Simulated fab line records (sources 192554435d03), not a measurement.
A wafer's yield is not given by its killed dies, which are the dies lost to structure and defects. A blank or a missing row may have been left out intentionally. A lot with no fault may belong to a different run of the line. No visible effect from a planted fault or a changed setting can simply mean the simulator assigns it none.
Problem report, 8D (eight disciplines) form, completed by code    flow n5_finfet    the parts of the form that need people (team, actions taken, sign-off) are left out

1. WHAT IS WRONG
Wafers without a fault read 240.9 nm, standard deviation 0.72; cd_nm at N5_SD_EPI_P_CD_MEAS_09 reads a mean of 219.9 nm on 2 wafers belonging to 2 lots. Measured from the usual mean, that is -29 standard deviations.
The step: target cd 240 nm.
Seen first at day 6 08:34 on cd_sem-01, wafer L906.6. At this step, 31 wafers from 11 lots have a number in the record. Rule for "out" (also "out of limits"): further than 4 standard deviations from the usual mean. All remaining wafers that have a number are taken as sound.

2. WHAT THIS IS AND IS NOT
question                     is                    is not
which readings at this step  cd_nm                 -
which lots                   L906, L907            L894, L896, L897, L899, L901, L902, L903, L904, L916
which wafers of those lots   L906.6, L907.3        L906.4, L907.4
read on which gauges         cd_sem-01, cd_sem-03  cd_sem-02
when                         from day 6 08:34      up to then (25 sound wafers); but 4 sound wafers of L907, L916 came after

3. WHAT RULES OUT EACH SUSPECT
Counting: any tool at a process step up to the reading remains a suspect provided it ran every lot that is out. Sound lots after the first of them don't rule it out here, since some wafers of a struck lot are sound.
- the gauge at N5_SD_EPI_P_CD_MEAS_09 has been ruled out. The wafers that are out were read on 2 gauges (cd_sem-01, cd_sem-03).
- epi_rpcvd-03 at N5_SD_EPI_N_VAPOR_ETCH_50 (etches Si in HCl, time 54 s): kept. It processed each lot that is out (first: L906, day 6 05:56); up to then, its last sound lot is L897 (day 3 21:35).
- litho_track-02 at N5_SD_EPI_P_PEB_07 (peb time 60 s): kept. It processed each lot that is out (first: L906, day 6 08:30); up to then, its last sound lot is L904 (day 5 19:52). Out on those wafers are its own readings of heater_power_total_W.
After counting, epi_rpcvd-03 at N5_SD_EPI_N_VAPOR_ETCH_50 and litho_track-02 at N5_SD_EPI_P_PEB_07 remain.

4. THE CAUSE (what the simulator had put in)
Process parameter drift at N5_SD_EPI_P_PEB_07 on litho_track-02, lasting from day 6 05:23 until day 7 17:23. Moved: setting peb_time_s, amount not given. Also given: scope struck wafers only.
After counting, 2 suspects remain, this tool included.

5. THE EFFECT CHAIN, in route order
Each row: a reading whose mean over the struck wafers that have a number lies more than 3 standard deviations from the usual. Scope: only readings with a usual standard deviation given in the record; hours: median across lots of the time from each lot's start at the first step in this table that gives one to its start at this step; sigmas: change in usual standard deviations.
hours  step                    reading               usual     on struck wafers  change  sigmas
0      N5_SD_EPI_P_PEB_07      heater_power_total_W  175.4 W   240.1             +64.7   +40
0      N5_SD_EPI_P_CD_MEAS_09  cd_nm                 240.9 nm  219.9             -21.0   -29
The process steps in it:
- N5_SD_EPI_P_PEB_07: peb time 60 s.

6. WHAT WOULD HAVE CAUGHT IT SOONER
3 hours passed between the start of the fault at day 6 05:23 and the first reading out of limits at a measuring or inspecting step in this record, taken at day 6 08:34.
At N5_SD_EPI_P_PEB_07, the tool's own readings (heater_power_total_W) were out on each struck wafer the step has a row for, so an alarm limit on them would have fired on the first such wafer.
Lots out: 2; of these, L907 started N5_SD_EPI_P_PEB_07 on litho_track-02 after day 6 08:34. A hold on the tool at that time would have spared it.
